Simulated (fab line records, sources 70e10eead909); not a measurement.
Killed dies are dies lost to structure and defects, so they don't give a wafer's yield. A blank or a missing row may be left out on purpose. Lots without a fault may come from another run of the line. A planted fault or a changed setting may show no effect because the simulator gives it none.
Chamber matching | flow nand_harc | NHARC_P_CONTACT_STRIP_28 on rie_diel-08: 4 sister chambers
The step strips in O2. 4 wafers are shown with their chamber, then 7 later ones without.

WAFERS WITH THEIR CHAMBER
wafer  | chamber | drypump_motor_current_A (A)
L169.3 | 0       | 5.9
L169.4 | 1       | 5.2
L172.1 | 3       | 6.3
L172.3 | 2       | 6.4

WAFERS WITHOUT THEIR CHAMBER
wafer  | drypump_motor_current_A (A)
L172.6 | 5.1
L171.1 | 6.3
L171.4 | 6.3
L171.6 | 5.1
L174.2 | 6.3
L174.4 | 5.1
L174.6 | 6.0

WHICH CHAMBER EACH WENT THROUGH
wafer  | from the rows above     | in truth
L172.6 | 1                       | 1
L171.1 | can't be placed: 3 or 2 | 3
L171.4 | can't be placed: 3 or 2 | 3
L171.6 | 1                       | 1
L174.2 | can't be placed: 3 or 2 | 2
L174.4 | 1                       | 1
L174.6 | 0                       | 0
Placed correctly: 4 of 7. Can't be placed from these rows: 3 (the true chamber is among the candidates in 3). Placed wrongly: 0.
How it was worked out, from the rows above alone: a wafer's distance from a chamber is the root of the sum, over the readings, of the square of ((its reading less the chamber's mean) divided by the reading's scatter). The wafer belongs to the nearest chamber; if the next one is less than 2 further off, it can't be placed. A chamber's mean is the mean of its shown wafers. The scatter: with one shown wafer a chamber, the root of the mean of the squares of how far each hidden wafer lies from its nearest shown one.
